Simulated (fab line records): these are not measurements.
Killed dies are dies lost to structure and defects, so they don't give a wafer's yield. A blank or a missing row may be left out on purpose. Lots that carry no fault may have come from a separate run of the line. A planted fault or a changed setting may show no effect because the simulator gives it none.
Matching of chambers    flow n5 finfet    N5_SD_EPI_P_ETCH_16 on rie diel-01: 4 sister chambers
The step etches SiO2 in CHF3/O2, target depth 5 nm. 4 wafers are shown with their chamber, then 9 later ones without.

== WAFERS, EACH WITH ITS CHAMBER ==
wafer   chamber  drypump motor current A (A)
L086.3  3        5.9
L086.4  0        5.2
L089.4  2        6.0
L089.5  1        4.8

== WAFERS MISSING THEIR CHAMBER ==
wafer   drypump motor current A (A)
L090.1  5.2
L090.3  4.9
L090.5  4.9
L091.3  6.0
L091.5  4.8
L091.6  6.0
L092.1  5.2
L092.2  5.9
L092.3  6.0

== EACH ONE'S CHAMBER ==
wafer   from the rows above  in truth
L090.1  0                    0
L090.3  1                    1
L090.5  1                    1
L091.3  2                    2
L091.5  1                    1
L091.6  2                    2
L092.1  0                    0
L092.2  3                    3
L092.3  2                    2
Correct placement for 9 of the 9. Left unplaced by these rows: 0. Number placed wrongly: 0.
How it was worked out, from the rows above alone: a wafer's distance from a chamber is the root of the sum, over the readings, of the square of ((its reading less the chamber's mean) divided by the reading's scatter). The wafer belongs to the nearest chamber; if the next one is less than 2 further off, it can't be placed. For every chamber, the mean is computed from those of its wafers that are shown. The scatter: root of mean squared gap, hidden wafer to nearest shown wafer, with one shown wafer a chamber.
